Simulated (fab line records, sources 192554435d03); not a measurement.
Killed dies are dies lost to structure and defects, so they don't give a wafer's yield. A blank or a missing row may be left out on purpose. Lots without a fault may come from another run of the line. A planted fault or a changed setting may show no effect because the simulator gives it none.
Split-lot experiment | flow n5_finfet | 7 lots, 21 wafers read, on a route of 1938 steps

THE SPLIT
At N5_FIN_CUT_CUT_ETCH_26 (etches SiNx in CH3F/O2, target depth 39 nm, time 55.7 s), the setting source_w was moved away from the recipe's 395 W on 4 of the 21 wafers read, by -15.4% to +6.9%. The other wafers ran this setting at the recipe's value.

The reading is taken at the split's own step.

THE READING
rf_vpp_V, in V, at N5_FIN_CUT_CUT_ETCH_26 (etches SiNx in CH3F/O2, target depth 39 nm, time 55.7 s). Fault-free wafers of this fab line usually give 297 V, standard deviation 4.6 V.

wafer  | tool, chamber at the split | source_w as run, W | against the recipe | rf_vpp_V, V | against lot-mates on the recipe
L075.1 | rie_diel-02, 0             | 395                | recipe             | 295         | -
L075.2 | rie_diel-02, 1             | 395                | recipe             | 294         | -
L075.3 | rie_diel-02, 2             | 395                | recipe             | 301         | -
L081.1 | rie_diel-02, 0             | 395                | recipe             | 296         | -
L081.2 | rie_diel-02, 3             | 395                | recipe             | 300         | -
L081.5 | rie_diel-02, 1             | 395                | recipe             | 295         | -
L082.1 | rie_diel-02, 0             | 395                | recipe             | 295         | -
L082.2 | rie_diel-02, 2             | 395                | recipe             | 300         | -
L082.5 | rie_diel-02, 3             | 395                | recipe             | 301         | -
L084.3 | rie_diel-06, 3             | 334                | -15.4%             | 319         | +20
L084.5 | rie_diel-06, 1             | 395                | recipe             | 297         | -
L084.6 | rie_diel-06, 2             | 395                | recipe             | 300         | -
L094.3 | rie_diel-06, 0             | 395                | recipe             | 291         | -
L094.4 | rie_diel-06, 0             | 422.1              | +6.9%              | 284         | -12
L094.5 | rie_diel-06, 2             | 395                | recipe             | 300         | -
L096.2 | rie_diel-06, 0             | 395                | recipe             | 293         | -
L096.3 | rie_diel-06, 2             | 395                | recipe             | 300         | -
L096.4 | rie_diel-06, 0             | 395                | recipe             | 293         | -
L097.3 | rie_diel-02, 3             | 353.9              | -10.4%             | 316         | +21
L097.5 | rie_diel-02, 0             | 395                | recipe             | 295         | -
L097.6 | rie_diel-02, 3             | 353.9              | -10.4%             | 316         | +21

THE FIT
A straight line over all 21 wafers: rf_vpp_V changes by -1.65 V for each +1% of source_w; r = -0.93; the points scatter about the line by 3.2 V.
The same after taking each lot's own level away (the mean of its wafers on the recipe; 21 wafers): -1.65 V for each +1%; r = -0.93; scatter 3.2 V.
On that fit, the largest move of source_w shifts the reading by 25 V.
The lots' own levels span 295.0 to 298.7 V, that is 0.8 times the standard deviation above.
So the lot-to-lot level changes the slope little: the two slopes agree.
Check: with one of the wafers moved furthest among these (-15.4%) left out of the fit, the line predicts +30.3 V for it against its lot-mates. It came out at +20.5 V against them.
Tool readings at the split's step, against how far the setting was moved: rf_vpp_V r = -0.93.

OTHER SPLITS ON THESE WAFERS
These wafers also went through other splits before the reading. Each is held against what the fit with the lots' levels taken away leaves over:
other split on the same wafers    | wafers away from the commonest value | r with rf_vpp_V (lot level and that fit taken away)
N5_WELL_APT_PEB_06 peb_time_s     | 4                                    | +0.12
N5_WELL_APT_DESCUM_13 time_s      | 6                                    | +0.04
N5_FIN_SAQP_MANDREL_ETCH_22 icp_w | 5                                    | +0.40

THE FILE'S OWN FIT
rf_vpp_V changes by -1.56 V for each +1% of source_w, r = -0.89.
